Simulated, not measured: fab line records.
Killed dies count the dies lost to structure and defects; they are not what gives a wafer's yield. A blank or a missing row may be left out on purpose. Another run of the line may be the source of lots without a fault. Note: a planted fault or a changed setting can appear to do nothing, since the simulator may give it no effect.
fab line records ; flow n5_finfet
[record] lots = 24; wafers = 72; last_day = 18
route steps=1938 shown BEOL_M12@1658 BEOL_M13@1660
lots that met no fault: taken from a fault-free run of the same line
start_h: hours from the record's opening day to when the first of the lot's shown wafers began ; wait_h: how many hours have passed since the lot's step before this one ; " repeats the value in the row above ; L1.1+2: a row that stands for several wafers ; - no value present, or no start provided ; * or withheld: withheld ; < > ~ a bound
route shown NAME@n: names a module that has steps shown in the file, with the first one's number in the route ; usual: mean and standard deviation over wafers with no fault ; same: alike in all rows ; chamber/n: place in a boat ; sites: the reading at each site ; _std_site: how widely they spread, as a standard deviation ; _edge_site: inner sites' mean taken away from outer sites' mean ; radius_mm: for every site, how far away it sits from the centre of the wafer ; mask NAME#n: copy n ; behind: tool/chamber where the wafer was last shaped ; hold: cause of the lot's hold/its duration in hours/its outcome ; device: the transistor (n, p or np) that didn't switch ; end of line: the tests these same wafers got at the end of their route ; a step without rows: its recipe alone ; killed: at the first sort, the dies lost to defects and structure; wafer yield is something else ; map: per-die view of a wafer (x killed, . not killed, _ where there is no die)
set.NAME: setting as actually run; set.NAME@STEP: the setting as run at that earlier step ; model.NAME: the simulator's own value behind a step, which no gauge read
steps of the route over a sample of lots; a table a step, a row a wafer
services: when a tool's chamber went out of use (start_h, in hours from the record's first day, below 0 if earlier), for how many hours, and the reason
[[steps]]
[step N5_BEOL_M12_INSPECT_55]
[recipe] inspect_instrument = darkfield; mode = post_dep
[usual] raw_defect_count = 73/26
lot.wafer;tool;chamber;start_h;wait_h;raw_defect_count
L074.1;defect_inspect-01;-;253.34;0.0;48
L074.3;defect_inspect-01;-;253.34;0.0;57
L074.6;defect_inspect-01;-;253.34;0.0;65
L075.1;defect_inspect-02;-;259.78;0.0;97
L075.3;defect_inspect-02;-;259.78;0.0;97
L075.4;defect_inspect-02;-;259.78;0.0;137
L076.1;defect_inspect-02;-;264.33;0.0;83
L076.3;defect_inspect-02;-;264.33;0.0;58
L076.6;defect_inspect-02;-;264.33;0.0;115
L079.1;defect_inspect-02;-;269.81;0.0;50
L079.3;defect_inspect-02;-;269.81;0.0;45
L079.4;defect_inspect-02;-;269.81;0.0;45
L078.2;defect_inspect-01;-;270.08;0.0;53
L078.4;defect_inspect-01;-;270.08;0.0;65
L078.5;defect_inspect-01;-;270.08;0.0;65
L077.1;defect_inspect-02;-;276.02;0.0;84
L077.3;defect_inspect-02;-;276.02;0.0;51
L077.6;defect_inspect-02;-;276.02;0.0;55
L080.2;defect_inspect-02;-;287.33;0.0;96
L080.4;defect_inspect-02;-;287.33;0.0;105
L080.5;defect_inspect-02;-;287.33;0.0;53
L083.1;defect_inspect-02;-;293.93;0.0;76
L083.5;defect_inspect-02;-;293.93;0.0;93
L083.6;defect_inspect-02;-;293.93;0.0;124
L081.1;defect_inspect-01;-;296.38;0.0;94
L081.4;defect_inspect-01;-;296.38;0.0;98
L081.5;defect_inspect-01;-;296.38;0.0;117
L082.1;defect_inspect-02;-;297.62;0.0;95
L082.3;defect_inspect-02;-;297.62;0.0;97
L082.5;defect_inspect-02;-;297.62;0.0;75
L084.2;defect_inspect-02;-;304.19;0.0;59
L084.3;defect_inspect-02;-;304.19;0.0;101
L084.5;defect_inspect-02;-;304.19;0.0;93
L085.3;defect_inspect-01;-;312.76;0.0;50
L085.5;defect_inspect-01;-;312.76;0.0;76
L085.6;defect_inspect-01;-;312.76;0.0;65
L087.2;defect_inspect-02;-;325.34;0.0;51
L087.3;defect_inspect-02;-;325.34;0.0;81
L087.5;defect_inspect-02;-;325.34;0.0;77
L086.1;defect_inspect-01;-;334.30;0.0;48
L086.3;defect_inspect-01;-;334.30;0.0;68
L086.4;defect_inspect-01;-;334.30;0.0;51
L089.1;defect_inspect-02;-;339.97;0.0;69
L089.5;defect_inspect-02;-;339.97;0.0;58
L089.6;defect_inspect-02;-;339.97;0.0;43
L088.1;defect_inspect-01;-;343.99;0.0;61
L088.4;defect_inspect-01;-;343.99;0.0;73
L088.5;defect_inspect-01;-;343.99;0.0;38
L091.3;defect_inspect-01;-;346.30;0.0;40
L091.4;defect_inspect-01;-;346.30;0.0;42
L091.6;defect_inspect-01;-;346.30;0.0;37
L090.1;defect_inspect-01;-;349.35;0.0;123
L090.3;defect_inspect-01;-;349.35;0.0;93
L090.5;defect_inspect-01;-;349.35;0.0;93
L093.3;defect_inspect-01;-;356.75;0.0;80
L093.4;defect_inspect-01;-;356.75;0.0;136
L093.6;defect_inspect-01;-;356.75;0.0;105
L092.3;defect_inspect-01;-;371.79;0.0;89
L092.4;defect_inspect-01;-;371.79;0.0;105
L092.6;defect_inspect-01;-;371.79;0.0;88
L094.1;defect_inspect-02;-;381.58;0.0;68
L094.5;defect_inspect-02;-;381.58;0.0;61
L094.6;defect_inspect-02;-;381.58;0.0;41
L095.2;defect_inspect-02;-;385.44;0.0;85
L095.4;defect_inspect-02;-;385.44;0.0;158
L095.6;defect_inspect-02;-;385.44;0.0;62
L096.1;defect_inspect-01;-;388.82;0.0;50
L096.5;defect_inspect-01;-;388.82;0.0;53
L096.6;defect_inspect-01;-;388.82;0.0;54
L097.1;defect_inspect-01;-;391.59;0.0;90
L097.2;defect_inspect-01;-;391.59;0.0;103
L097.3;defect_inspect-01;-;391.59;0.0;74
[step N5_BEOL_M13_THK_MEAS_01]
[recipe] reads = SiOC_of_BEOL_M13_ILD_DEP_00
[usual] M13_ILD_THK = 837/10
lot.wafer;tool;chamber;start_h;wait_h;M13_ILD_THK[nm]
L074.1;film_metro-02;-;253.54;0.1;839
L074.3;film_metro-02;-;253.54;0.1;837
L074.6;film_metro-02;-;253.54;0.1;853
L075.1;film_metro-01;-;259.97;0.1;843
L075.3;film_metro-01;-;259.97;0.1;839
L075.4;film_metro-01;-;259.97;0.1;867
L076.1;film_metro-01;-;264.51;0.1;846
L076.3;film_metro-01;-;264.51;0.1;836
L076.6;film_metro-01;-;264.51;0.1;852
L079.1;film_metro-01;-;270.00;0.1;839
L079.3;film_metro-01;-;270.00;0.1;846
L079.4;film_metro-01;-;270.00;0.1;843
L078.2;film_metro-02;-;270.27;0.1;831
L078.4;film_metro-02;-;270.27;0.1;837
L078.5;film_metro-02;-;270.27;0.1;837
L077.1;film_metro-01;-;276.21;0.1;832
L077.3;film_metro-01;-;276.21;0.1;816
L077.6;film_metro-01;-;276.21;0.1;833
L080.2;film_metro-01;-;287.52;0.1;841
L080.4;film_metro-01;-;287.52;0.1;841
L080.5;film_metro-01;-;287.52;0.1;838
L083.1;film_metro-02;-;294.11;0.1;815
L083.5;film_metro-02;-;294.11;0.1;831
L083.6;film_metro-02;-;294.11;0.1;827
L081.1;film_metro-01;-;296.63;0.2;834
L081.4;film_metro-01;-;296.63;0.2;853
L081.5;film_metro-01;-;296.63;0.2;851
L082.1;film_metro-01;-;297.87;0.2;827
L082.3;film_metro-01;-;297.87;0.2;840
L082.5;film_metro-01;-;297.87;0.2;837
L084.2;film_metro-02;-;304.37;0.1;845
L084.3;film_metro-02;-;304.37;0.1;834
L084.5;film_metro-02;-;304.37;0.1;841
L085.3;film_metro-02;-;312.95;0.1;829
L085.5;film_metro-02;-;312.95;0.1;837
L085.6;film_metro-02;-;312.95;0.1;845
L087.2;film_metro-02;-;325.53;0.1;821
L087.3;film_metro-02;-;325.53;0.1;829
L087.5;film_metro-02;-;325.53;0.1;831
L086.1;film_metro-02;-;334.49;0.1;832
L086.3;film_metro-02;-;334.49;0.1;827
L086.4;film_metro-02;-;334.49;0.1;843
L089.1;film_metro-02;-;340.22;0.2;833
L089.5;film_metro-02;-;340.22;0.2;850
L089.6;film_metro-02;-;340.22;0.2;848
L088.1;film_metro-02;-;344.18;0.1;823
L088.4;film_metro-02;-;344.18;0.1;828
L088.5;film_metro-02;-;344.18;0.1;828
L091.3;film_metro-01;-;346.49;0.1;834
L091.4;film_metro-01;-;346.49;0.1;837
L091.6;film_metro-01;-;346.49;0.1;856
L090.1;film_metro-02;-;349.60;0.2;818
L090.3;film_metro-02;-;349.60;0.2;836
L090.5;film_metro-02;-;349.60;0.2;835
L093.3;film_metro-01;-;357.00;0.1;825
L093.4;film_metro-01;-;357.00;0.1;844
L093.6;film_metro-01;-;357.00;0.1;834
L092.3;film_metro-01;-;371.98;0.1;825
L092.4;film_metro-01;-;371.98;0.1;846
L092.6;film_metro-01;-;371.98;0.1;846
L094.1;film_metro-01;-;381.78;0.1;837
L094.5;film_metro-01;-;381.78;0.1;856
L094.6;film_metro-01;-;381.78;0.1;854
L095.2;film_metro-02;-;385.63;0.1;830
L095.4;film_metro-02;-;385.63;0.1;845
L095.6;film_metro-02;-;385.63;0.1;860
L096.1;film_metro-02;-;389.00;0.1;828
L096.5;film_metro-02;-;389.00;0.1;848
L096.6;film_metro-02;-;389.00;0.1;839
L097.1;film_metro-01;-;391.83;0.2;825
L097.2;film_metro-01;-;391.83;0.2;832
L097.3;film_metro-01;-;391.83;0.2;827
[step N5_BEOL_M13_CD_MEAS_10]
[recipe] target_cd_nm = 190; landing_energy_ev = 500; detector = se_inlens; polarity = opening
[usual] cd_nm = 190.2/0.97
lot.wafer;tool;chamber;start_h;wait_h;cd_nm
L074.1;cd_sem-03;0;253.97;-;190.3
L074.3;cd_sem-03;0;253.97;-;189.8
L074.6;cd_sem-03;0;253.97;-;190.4
L075.1;cd_sem-01;0;260.28;-;190.3
L075.3;cd_sem-01;0;260.28;-;189.9
L075.4;cd_sem-01;0;260.28;-;190.5
L076.1;cd_sem-01;0;264.94;-;191.2
L076.3;cd_sem-01;0;264.94;-;190.5
L076.6;cd_sem-01;0;264.94;-;190.7
L079.1;cd_sem-01;0;270.30;-;189.1
L079.3;cd_sem-01;0;270.30;-;188.8
L079.4;cd_sem-01;0;270.30;-;190.3
L078.2;cd_sem-01;0;270.70;-;191.1
L078.4;cd_sem-01;0;270.70;-;190.4
L078.5;cd_sem-01;0;270.70;-;190.6
L077.1;cd_sem-01;0;276.64;-;189.5
L077.3;cd_sem-01;0;276.64;-;190.6
L077.6;cd_sem-01;0;276.64;-;189.1
L080.2;cd_sem-01;0;287.83;-;189.0
L080.4;cd_sem-01;0;287.83;-;189.6
L080.5;cd_sem-01;0;287.83;-;189.1
L083.1;cd_sem-02;0;294.42;-;190.2
L083.5;cd_sem-02;0;294.42;-;188.7
L083.6;cd_sem-02;0;294.42;-;188.4
L081.1;cd_sem-02;0;297.05;-;189.9
L081.4;cd_sem-02;0;297.05;-;190.2
L081.5;cd_sem-02;0;297.05;-;190.7
L082.1;cd_sem-03;0;298.30;-;189.6
L082.3;cd_sem-03;0;298.30;-;189.8
L082.5;cd_sem-03;0;298.30;-;190.1
L084.2;cd_sem-02;0;304.80;-;191.0
L084.3;cd_sem-02;0;304.80;-;189.5
L084.5;cd_sem-02;0;304.80;-;189.8
L085.3;cd_sem-03;0;313.38;-;188.3
L085.5;cd_sem-03;0;313.38;-;189.2
L085.6;cd_sem-03;0;313.38;-;188.6
L087.2;cd_sem-02;0;325.96;-;191.0
L087.3;cd_sem-02;0;325.96;-;191.1
L087.5;cd_sem-02;0;325.96;-;191.4
L086.1;cd_sem-01;0;334.79;-;190.6
L086.3;cd_sem-01;0;334.79;-;190.8
L086.4;cd_sem-01;0;334.79;-;191.3
L089.1;cd_sem-01;0;340.52;-;190.9
L089.5;cd_sem-01;0;340.52;-;190.3
L089.6;cd_sem-01;0;340.52;-;190.6
L088.1;cd_sem-01;0;344.48;-;188.5
L088.4;cd_sem-01;0;344.48;-;189.2
L088.5;cd_sem-01;0;344.48;-;189.4
L091.3;cd_sem-02;0;346.92;-;190.4
L091.4;cd_sem-02;0;346.92;-;191.1
L091.6;cd_sem-02;0;346.92;-;190.1
L090.1;cd_sem-01;0;349.90;-;190.4
L090.3;cd_sem-01;0;349.90;-;190.4
L090.5;cd_sem-01;0;349.90;-;191.6
L093.3;cd_sem-01;0;357.43;-;188.6
L093.4;cd_sem-01;0;357.43;-;189.1
L093.6;cd_sem-01;0;357.43;-;189.8
L092.3;cd_sem-03;0;372.41;-;190.4
L092.4;cd_sem-03;0;372.41;-;188.8
L092.6;cd_sem-03;0;372.41;-;188.9
L094.1;cd_sem-01;0;382.21;-;190.9
L094.5;cd_sem-01;0;382.21;-;191.8
L094.6;cd_sem-01;0;382.21;-;191.0
L095.2;cd_sem-03;0;386.06;-;190.2
L095.4;cd_sem-03;0;386.06;-;189.3
L095.6;cd_sem-03;0;386.06;-;190.5
L096.1;cd_sem-01;0;389.43;-;192.0
L096.5;cd_sem-01;0;389.43;-;192.6
L096.6;cd_sem-01;0;389.43;-;192.1
L097.1;cd_sem-01;0;392.26;-;189.9
L097.2;cd_sem-01;0;392.26;-;191.1
L097.3;cd_sem-01;0;392.26;-;189.6
[step N5_BEOL_M13_VIA_ETCH_16]
[recipe] chemistry = C4F8/O2/Ar; target = SiOC; pressure_mtorr = 30; source_w = 3000; bias_w = 700; Ar_flow_sccm = 400; C4F8_flow_sccm = 15; O2_flow_sccm = 8; he_inner_torr = 15; he_outer_torr = 30; target_depth_a = 9217; time_s = withheld; ion_energy_ev = 250; ends = cleared
[usual] drypump_motor_current_A = 5.7/0.37; oes_product_au = 0.72/0.06; rf_vpp_V = 665.9/2.1; showerhead_plenum_p_Torr = 3.44/0.069; throttle_valve_pct = 24.23/0.21
lot.wafer;tool;chamber;start_h;wait_h;drypump_motor_current_A;oes_product_au;rf_vpp_V;showerhead_plenum_p_Torr;throttle_valve_pct
L074.1;rie_diel-05;2;254.15;0.0;5.5;0.78;667.6;3.45;24.03
L074.3;rie_diel-05;3;254.15;0.0;5.6;0.79;662.8;3.37;24.13
L074.6;rie_diel-05;0;254.15;0.0;6.2;0.65;668.4;3.53;24.54
L075.1;rie_diel-05;2;260.45;0.0;5.5;0.77;667.1;3.45;24.04
L075.3;rie_diel-05;0;260.45;0.0;6.2;0.65;669.4;3.53;24.54
L075.4;rie_diel-05;3;260.45;0.0;5.6;0.79;662.6;3.37;24.17
L076.1;rie_diel-05;2;265.12;0.0;5.5;0.78;667.1;3.45;24.02
L076.3;rie_diel-05;0;265.12;0.0;6.2;0.64;669.1;3.53;24.53
L076.6;rie_diel-05;0;265.12;0.0;6.2;0.64;667.0;3.53;24.55
L079.1;rie_diel-05;1;270.48;0.0;5.6;0.65;665.4;3.42;24.26
L079.3;rie_diel-05;3;270.48;0.0;5.6;0.78;662.0;3.36;24.16
L079.4;rie_diel-05;0;270.48;0.0;6.2;0.65;668.9;3.53;24.52
L078.2;rie_diel-04;3;270.87;0.0;5.7;0.75;666.5;3.48;24.37
L078.4;rie_diel-04;1;270.87;0.0;5.4;0.79;663.4;3.32;23.97
L078.5;rie_diel-04;3;270.87;0.0;5.7;0.77;666.5;3.48;24.38
L077.1;rie_diel-05;3;276.82;0.0;5.6;0.77;662.4;3.36;24.16
L077.3;rie_diel-05;2;276.82;0.0;5.5;0.77;664.7;3.44;24.04
L077.6;rie_diel-05;0;276.82;0.0;6.2;0.64;668.9;3.53;24.54
L080.2;rie_diel-02;0;288.00;0.0;5.4;0.82;670.5;3.61;23.81
L080.4;rie_diel-02;3;288.00;0.0;5.2;0.61;668.2;3.54;24.53
L080.5;rie_diel-02;0;288.00;0.0;5.4;0.82;670.5;3.61;23.82
L083.1;rie_diel-04;3;294.59;0.0;5.7;0.75;666.1;3.47;24.38
L083.5;rie_diel-04;2;294.59;0.0;6.4;0.74;667.4;3.46;24.37
L083.6;rie_diel-04;3;294.59;0.0;5.7;0.75;666.4;3.47;24.39
L081.1;rie_diel-04;2;297.28;0.0;6.4;0.74;666.4;3.46;24.36
L081.4;rie_diel-04;1;297.28;0.0;5.4;0.77;662.7;3.32;23.99
L081.5;rie_diel-04;3;297.28;0.0;5.7;0.75;667.3;3.47;24.41
L082.1;rie_diel-02;1;298.70;0.0;4.9;0.82;668.1;3.47;23.87
L082.3;rie_diel-02;0;298.70;0.0;5.4;0.81;672.0;3.60;23.81
L082.5;rie_diel-02;0;298.70;0.0;5.4;0.81;669.7;3.60;23.82
L084.2;rie_diel-02;0;304.98;0.0;5.3;0.81;671.1;3.60;23.83
L084.3;rie_diel-02;3;304.98;0.0;5.2;0.62;669.6;3.53;24.51
L084.5;rie_diel-02;1;304.98;0.0;4.9;0.81;667.6;3.47;23.89
L085.3;rie_diel-05;1;313.55;0.0;5.6;0.65;664.4;3.41;24.29
L085.5;rie_diel-05;2;313.55;0.0;5.5;0.76;666.2;3.44;24.07
L085.6;rie_diel-05;1;313.55;0.0;5.6;0.64;664.0;3.41;24.27
L087.2;rie_diel-05;3;326.13;0.0;5.6;0.75;664.4;3.36;24.17
L087.3;rie_diel-05;0;326.13;0.0;6.2;0.63;668.3;3.52;24.57
L087.5;rie_diel-05;1;326.13;0.0;5.6;0.65;665.1;3.41;24.27
L086.1;rie_diel-04;1;334.97;0.0;5.4;0.76;661.4;3.31;23.98
L086.3;rie_diel-04;0;334.97;0.0;5.9;0.65;665.9;3.41;24.13
L086.4;rie_diel-04;2;334.97;0.0;6.4;0.73;667.8;3.46;24.39
L089.1;rie_diel-04;1;340.69;0.0;5.4;0.76;662.9;3.31;24.00
L089.5;rie_diel-04;3;340.69;0.0;5.7;0.73;665.3;3.46;24.40
L089.6;rie_diel-04;2;340.69;0.0;6.4;0.73;665.2;3.45;24.39
L088.1;rie_diel-05;0;344.81;0.0;6.3;0.63;668.1;3.52;24.57
L088.4;rie_diel-05;2;344.81;0.0;5.5;0.75;665.0;3.43;24.07
L088.5;rie_diel-05;3;344.81;0.0;5.6;0.75;663.3;3.35;24.20
L091.3;rie_diel-05;3;347.50;0.0;5.6;0.76;663.4;3.35;24.18
L091.4;rie_diel-05;0;347.50;0.0;6.2;0.64;667.1;3.52;24.56
L091.6;rie_diel-05;0;347.50;0.0;6.2;0.63;669.0;3.52;24.58
L090.1;rie_diel-05;3;350.08;0.0;5.6;0.75;662.8;3.35;24.19
L090.3;rie_diel-05;1;350.08;0.0;5.6;0.64;665.5;3.41;24.26
L090.5;rie_diel-05;0;350.08;0.0;6.2;0.62;667.8;3.52;24.57
L093.3;rie_diel-04;0;357.60;0.0;5.9;0.66;665.8;3.41;24.14
L093.4;rie_diel-04;3;357.60;0.0;5.7;0.73;667.4;3.46;24.41
L093.6;rie_diel-04;0;357.60;0.0;5.9;0.66;665.9;3.41;24.13
L092.3;rie_diel-04;3;372.58;0.0;5.7;0.72;667.0;3.46;24.41
L092.4;rie_diel-04;1;372.58;0.0;5.4;0.76;662.7;3.31;23.99
L092.6;rie_diel-04;0;372.58;0.0;5.9;0.66;664.2;3.41;24.13
L094.1;rie_diel-04;3;382.43;0.0;5.7;0.72;666.2;3.46;24.42
L094.5;rie_diel-04;3;382.43;0.0;5.7;0.72;666.2;3.46;24.43
L094.6;rie_diel-04;0;382.43;0.0;5.9;0.65;663.5;3.41;24.13
L095.2;rie_diel-05;0;386.23;0.0;6.2;0.62;667.9;3.51;24.59
L095.4;rie_diel-05;1;386.23;0.0;5.6;0.63;664.3;3.40;24.31
L095.6;rie_diel-05;2;386.23;0.0;5.5;0.74;667.0;3.43;24.09
L096.1;rie_diel-04;1;389.61;0.0;5.4;0.75;662.0;3.31;24.01
L096.5;rie_diel-04;3;389.61;0.0;5.7;0.71;666.1;3.46;24.43
L096.6;rie_diel-04;2;389.61;0.0;6.4;0.72;665.3;3.45;24.42
L097.1;rie_diel-04;2;392.44;0.0;6.4;0.72;665.8;3.45;24.42
L097.2;rie_diel-04;3;392.44;0.0;5.7;0.72;666.9;3.46;24.43
L097.3;rie_diel-04;1;392.44;0.0;5.4;0.75;663.7;3.31;24.02
[step N5_BEOL_M13_DEGAS_41]
[recipe] ambient = vacuum; temp_c = 250; time_s = 60
[usual] heater_power_w = 331/44
lot.wafer;tool;chamber;start_h;wait_h;heater_power_w
L074.1;pvd_sputter-03;-;256.69;0.7;348
L074.3;pvd_sputter-03;-;256.69;0.7;375
L074.6;pvd_sputter-03;-;256.69;0.7;386
L075.1;pvd_sputter-03;-;264.19;0.5;356
L075.3;pvd_sputter-03;-;264.19;0.5;384
L075.4;pvd_sputter-03;-;264.19;0.5;283
L076.1;pvd_sputter-03;-;268.78;0.4;283
L076.3;pvd_sputter-03;-;268.78;0.4;379
L076.6;pvd_sputter-03;-;268.78;0.4;300
L079.1;pvd_sputter-03;-;273.14;0.5;285
L079.3;pvd_sputter-03;-;273.14;0.5;349
L079.4;pvd_sputter-03;-;273.14;0.5;306
L078.2;pvd_sputter-03;-;273.50;0.7;347
L078.4;pvd_sputter-03;-;273.50;0.7;385
L078.5;pvd_sputter-03;-;273.50;0.7;355
L077.1;pvd_sputter-02;-;279.55;0.1;302
L077.3;pvd_sputter-02;-;279.55;0.1;430
L077.6;pvd_sputter-02;-;279.55;0.1;416
L080.2;pvd_sputter-02;-;293.58;0.0;294
L080.4;pvd_sputter-02;-;293.58;0.0;304
L080.5;pvd_sputter-02;-;293.58;0.0;285
L083.1;pvd_sputter-01;-;297.62;0.3;315
L083.5;pvd_sputter-01;-;297.62;0.3;372
L083.6;pvd_sputter-01;-;297.62;0.3;304
L081.1;pvd_sputter-03;-;304.23;0.2;352
L081.4;pvd_sputter-03;-;304.23;0.2;381
L081.5;pvd_sputter-03;-;304.23;0.2;388
L082.1;pvd_sputter-01;-;304.45;0.3;323
L082.3;pvd_sputter-01;-;304.45;0.3;305
L082.5;pvd_sputter-01;-;304.45;0.3;316
L084.2;pvd_sputter-03;-;308.17;0.3;389
L084.3;pvd_sputter-03;-;308.17;0.3;301
L084.5;pvd_sputter-03;-;308.17;0.3;346
L085.3;pvd_sputter-02;-;317.40;0.9;304
L085.5;pvd_sputter-02;-;317.40;0.9;303
L085.6;pvd_sputter-02;-;317.40;0.9;311
L087.2;pvd_sputter-02;-;337.52;0.7;317
L087.3;pvd_sputter-02;-;337.52;0.7;282
L087.5;pvd_sputter-02;-;337.52;0.7;296
L086.1;pvd_sputter-01;-;338.29;0.4;363
L086.3;pvd_sputter-01;-;338.29;0.4;301
L086.4;pvd_sputter-01;-;338.29;0.4;315
L089.1;pvd_sputter-02;-;344.56;0.2;274
L089.5;pvd_sputter-02;-;344.56;0.2;311
L089.6;pvd_sputter-02;-;344.56;0.2;432
L088.1;pvd_sputter-02;-;354.05;0.1;286
L088.4;pvd_sputter-02;-;354.05;0.1;316
L088.5;pvd_sputter-02;-;354.05;0.1;307
L091.3;pvd_sputter-01;-;354.36;0.3;312
L091.4;pvd_sputter-01;-;354.36;0.3;375
L091.6;pvd_sputter-01;-;354.36;0.3;308
L090.1;pvd_sputter-02;-;354.45;0.2;318
L090.3;pvd_sputter-02;-;354.45;0.2;307
L090.5;pvd_sputter-02;-;354.45;0.2;433
L093.3;pvd_sputter-03;-;361.55;1.2;277
L093.4;pvd_sputter-03;-;361.55;1.2;398
L093.6;pvd_sputter-03;-;361.55;1.2;383
L092.3;pvd_sputter-01;-;374.95;0.3;382
L092.4;pvd_sputter-01;-;374.95;0.3;318
L092.6;pvd_sputter-01;-;374.95;0.3;320
L094.1;pvd_sputter-03;-;384.87;0.4;279
L094.5;pvd_sputter-03;-;384.87;0.4;286
L094.6;pvd_sputter-03;-;384.87;0.4;379
L095.2;pvd_sputter-03;-;389.51;1.5;355
L095.4;pvd_sputter-03;-;389.51;1.5;385
L095.6;pvd_sputter-03;-;389.51;1.5;385
L096.1;pvd_sputter-03;-;391.69;0.4;379
L096.5;pvd_sputter-03;-;391.69;0.4;289
L096.6;pvd_sputter-03;-;391.69;0.4;351
L097.1;pvd_sputter-03;-;396.01;0.4;294
L097.2;pvd_sputter-03;-;396.01;0.4;275
L097.3;pvd_sputter-03;-;396.01;0.4;350
[step N5_BEOL_M13_ANNEAL_48]
[recipe] temp_c = 225; time_s = 90; ambient = N2
[usual] anneal_temp_c_max = 225.96/0.22; wafer_temp_C_max = 225.64/0.22
lot.wafer;tool;chamber;start_h;wait_h;anneal_temp_c_max;wafer_temp_C_max
L074.1;rtp_anneal-01;0;257.48;0.4;225.99;225.35
L074.3;rtp_anneal-01;0;257.48;0.4;225.93;225.75
L074.6;rtp_anneal-01;0;257.48;0.4;226.07;226.04
L075.1;rtp_anneal-01;0;264.83;0.2;225.67;225.66
L075.3;rtp_anneal-01;0;264.83;0.2;226.00;225.35
L075.4;rtp_anneal-01;0;264.83;0.2;226.13;225.81
L076.1;rtp_anneal-02;0;269.92;0.7;225.85;225.48
L076.3;rtp_anneal-02;0;269.92;0.7;225.67;226.13
L076.6;rtp_anneal-02;0;269.92;0.7;225.92;225.41
L079.1;rtp_anneal-01;0;273.66;0.1;225.67;225.50
L079.3;rtp_anneal-01;0;273.66;0.1;225.99;225.68
L079.4;rtp_anneal-01;0;273.66;0.1;225.57;225.36
L078.2;rtp_anneal-01;0;274.15;0.3;226.16;225.50
L078.4;rtp_anneal-01;0;274.15;0.3;225.93;225.63
L078.5;rtp_anneal-01;0;274.15;0.3;225.81;225.36
L077.1;rtp_anneal-01;0;280.07;0.1;225.96;225.46
L077.3;rtp_anneal-01;0;280.07;0.1;225.71;225.62
L077.6;rtp_anneal-01;0;280.07;0.1;225.87;225.38
L080.2;rtp_anneal-01;0;294.81;0.8;225.73;225.62
L080.4;rtp_anneal-01;0;294.81;0.8;225.52;225.54
L080.5;rtp_anneal-01;0;294.81;0.8;226.33;225.61
L083.1;rtp_anneal-01;0;298.14;0.1;226.14;225.95
L083.5;rtp_anneal-01;0;298.14;0.1;226.15;225.35
L083.6;rtp_anneal-01;0;298.14;0.1;226.11;225.39
L081.1;rtp_anneal-02;0;304.89;0.3;226.08;225.69
L081.4;rtp_anneal-02;0;304.89;0.3;225.65;226.13
L081.5;rtp_anneal-02;0;304.89;0.3;225.80;225.49
L082.1;rtp_anneal-02;0;305.16;0.3;226.08;225.53
L082.3;rtp_anneal-02;0;305.16;0.3;226.14;225.63
L082.5;rtp_anneal-02;0;305.16;0.3;225.98;225.80
L084.2;rtp_anneal-01;0;308.84;0.3;225.88;225.77
L084.3;rtp_anneal-01;0;308.84;0.3;226.07;225.64
L084.5;rtp_anneal-01;0;308.84;0.3;225.68;225.87
L085.3;rtp_anneal-01;0;318.03;0.2;225.75;225.44
L085.5;rtp_anneal-01;0;318.03;0.2;225.89;225.34
L085.6;rtp_anneal-01;0;318.03;0.2;225.78;225.62
L087.2;rtp_anneal-01;0;338.14;0.2;225.86;225.58
L087.3;rtp_anneal-01;0;338.14;0.2;226.31;225.65
L087.5;rtp_anneal-01;0;338.14;0.2;225.99;225.86
L086.1;rtp_anneal-01;0;338.81;0.1;226.00;225.78
L086.3;rtp_anneal-01;0;338.81;0.1;225.90;225.37
L086.4;rtp_anneal-01;0;338.81;0.1;225.93;225.46
L089.1;rtp_anneal-02;0;345.08;0.1;225.97;226.18
L089.5;rtp_anneal-02;0;345.08;0.1;225.89;225.92
L089.6;rtp_anneal-02;0;345.08;0.1;225.60;226.27
L088.1;rtp_anneal-01;0;354.57;0.1;225.38;225.61
L088.4;rtp_anneal-01;0;354.57;0.1;226.07;225.77
L088.5;rtp_anneal-01;0;354.57;0.1;225.88;225.56
L091.3;rtp_anneal-01;0;354.97;0.2;226.20;225.98
L091.4;rtp_anneal-01;0;354.97;0.2;225.74;225.80
L091.6;rtp_anneal-01;0;354.97;0.2;225.96;225.64
L090.1;rtp_anneal-01;0;355.15;0.2;226.09;225.38
L090.3;rtp_anneal-01;0;355.15;0.2;226.91;225.59
L090.5;rtp_anneal-01;0;355.15;0.2;225.87;225.64
L093.3;rtp_anneal-01;0;362.16;0.2;226.10;225.90
L093.4;rtp_anneal-01;0;362.16;0.2;225.99;225.55
L093.6;rtp_anneal-01;0;362.16;0.2;226.04;225.53
L092.3;rtp_anneal-02;0;375.58;0.2;225.92;225.79
L092.4;rtp_anneal-02;0;375.58;0.2;226.00;225.60
L092.6;rtp_anneal-02;0;375.58;0.2;226.26;225.70
L094.1;rtp_anneal-02;0;385.39;0.1;226.02;225.89
L094.5;rtp_anneal-02;0;385.39;0.1;226.62;225.74
L094.6;rtp_anneal-02;0;385.39;0.1;225.96;225.84
L095.2;rtp_anneal-01;0;390.07;0.2;226.10;225.15
L095.4;rtp_anneal-01;0;390.07;0.2;225.82;225.74
L095.6;rtp_anneal-01;0;390.07;0.2;226.25;225.46
L096.1;rtp_anneal-02;0;392.23;0.1;225.96;225.66
L096.5;rtp_anneal-02;0;392.23;0.1;225.98;225.87
L096.6;rtp_anneal-02;0;392.23;0.1;226.09;225.41
L097.1;rtp_anneal-01;0;399.54;0.1;226.48;225.65
L097.2;rtp_anneal-01;0;399.54;0.1;226.39;225.38
L097.3;rtp_anneal-01;0;399.54;0.1;225.87;225.47
[[services]]
tool;chamber;start_h;hours;kind
rie_diel-02;3;264.08;11.4;repair
rie_diel-02;-;271.71;2.8;pm
rie_diel-02;-;300.28;4.0;repair
rie_diel-02;0;322.58;9.6;repair
rie_diel-04;1;330.34;2.0;repair
pvd_sputter-03;-;332.92;11.1;repair
rie_diel-02;-;337.47;0.7;repair
pvd_sputter-02;-;346.78;6.9;repair
rie_diel-05;3;351.34;12.4;repair
rtp_anneal-02;-;361.02;5.6;pm
rie_diel-04;0;384.21;6.8;repair
[[key]]
fault none
